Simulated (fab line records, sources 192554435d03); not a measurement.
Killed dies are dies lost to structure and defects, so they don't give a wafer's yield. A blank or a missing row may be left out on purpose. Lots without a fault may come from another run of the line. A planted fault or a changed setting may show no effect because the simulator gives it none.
Which tool did it? | flow n5_finfet | 7 lots, 21 wafers sampled, at 2 steps of a route of 1938

WHAT THE GAUGES READ, wafer by wafer
N5_BEOL_M9_OCD_MEAS_38.
lot  | measured     | on     | trench_depth_nm (nm)
L871 | day 11 00:08 | ocd-02 | 149.9 156.4 150.0
L872 | day 11 09:35 | ocd-02 | 149.4 152.9 150.9
L881 | day 13 18:02 | ocd-02 | 152.5 147.6 152.3
L884 | day 14 06:50 | ocd-02 | 150.2 151.3 151.1
L886 | day 14 16:00 | ocd-01 | 148.2 153.0 149.6
L891 | day 15 17:17 | ocd-02 | 118.8 152.3 124.2
L893 | day 16 19:40 | ocd-01 | 150.9 123.6 150.9

WHICH TOOL RAN EACH LOT (tool, then ch and the chambers of the sampled wafers, then the start)
lot  | N5_BEOL_M9_TRENCH_ETCH_37
L871 | rie_diel-06 ch 2,3, day 10 23:57
L872 | rie_diel-04 ch 1,3, day 11 09:24
L881 | rie_diel-06 ch 0,2,3, day 13 17:52
L884 | rie_diel-01 ch 0,1,2, day 14 06:40
L886 | rie_diel-06 ch 1,2,3, day 14 15:49
L891 | rie_diel-06 ch 0,1,2, day 15 17:07
L893 | rie_diel-06 ch 0,1,3, day 16 19:30
- N5_BEOL_M9_TRENCH_ETCH_37: etches SiCOH lowk in C4F6/O2, target depth 151.43 nm, time 49 s.

THE ANSWER, worked out from the rows above alone
Rule: what is usual is taken from the lots themselves. Put in order of their means at a reading, lots are off if they are a third of the lots or fewer, leave a main group of 4 or more, and stand apart from it by a gap of 3 or more times the standard deviation of the main group's means; of several such gaps the widest counts. A main group whose means are all the same, to the digits that the tables above print for the reading, isn't used. A lot without any number at a reading at which 4 lots or more have one is off too. The other lots that the step has rows for count as sound.
Off: L891, L893, at N5_BEOL_M9_OCD_MEAS_38 (trench_depth_nm). The main group: mean 151.0 nm, standard deviation 0.6.
A tool fits if, at a process step before that reading, it ran every lot that is off, and no sound lot after the first of them. The gauges at N5_BEOL_M9_OCD_MEAS_38 are tried like those tools. One fits: rie_diel-06 at N5_BEOL_M9_TRENCH_ETCH_37. Its last sound lot is L886 (day 14 15:49), its first lot that is off L891 (day 15 17:07): a fault that began between those two fits.

WHAT THE SIMULATOR HAD PUT IN
Process parameter drift: rie_diel-06, from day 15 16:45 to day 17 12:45, at N5_BEOL_M9_TRENCH_ETCH_37. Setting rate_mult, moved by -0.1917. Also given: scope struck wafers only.
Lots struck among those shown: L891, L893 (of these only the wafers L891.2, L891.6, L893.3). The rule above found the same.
